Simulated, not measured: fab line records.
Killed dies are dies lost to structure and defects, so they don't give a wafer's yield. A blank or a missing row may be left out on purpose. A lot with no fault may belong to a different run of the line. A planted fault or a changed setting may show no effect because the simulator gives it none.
Matching of chambers ; flow n5_finfet ; cvd_co-01 running N5_BEOL_M5_CO_CAP_78: 3 sister chambers
The step material Co, precursor CCTBA/H2, target thk 2 nm, time 102.1 s. 3 wafers are shown with their chamber, then 10 later ones without.

## WAFERS, EACH WITH ITS CHAMBER
wafer;chamber;heater_power_w (W)
L085.2;1;243
L085.4;0;252
L085.5;2;219

## WAFERS WITHOUT THEIR CHAMBER
wafer;heater_power_w (W)
L085.6;249
L087.1;211
L087.2;247
L087.5;241
L088.1;245
L088.5;212
L088.6;247
L094.2;248
L094.3;210
L094.4;253

## THE CHAMBER EACH PASSED THROUGH
wafer;from the rows above;in truth
L085.6;can't be placed: 0 or 1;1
L087.1;2;2
L087.2;can't be placed: 1 or 0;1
L087.5;can't be placed: 1 or 0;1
L088.1;can't be placed: 1 or 0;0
L088.5;2;2
L088.6;can't be placed: 1 or 0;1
L094.2;can't be placed: 0 or 1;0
L094.3;2;2
L094.4;can't be placed: 0 or 1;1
3 of 10 placed correctly. Unplaceable from these rows: 7, with the true chamber sitting among the candidates in 7. Wrongly placed: 0.
How it was worked out, from the rows above alone: a wafer's distance from a chamber is the root of the sum, over the readings, of the square of ((its reading less the chamber's mean) divided by the reading's scatter). The wafer belongs to the nearest chamber; if the next one is less than 2 further off, it can't be placed. A chamber's mean is the mean of its shown wafers. The scatter: root of mean squared gap, hidden wafer to nearest shown wafer, with one shown wafer a chamber.
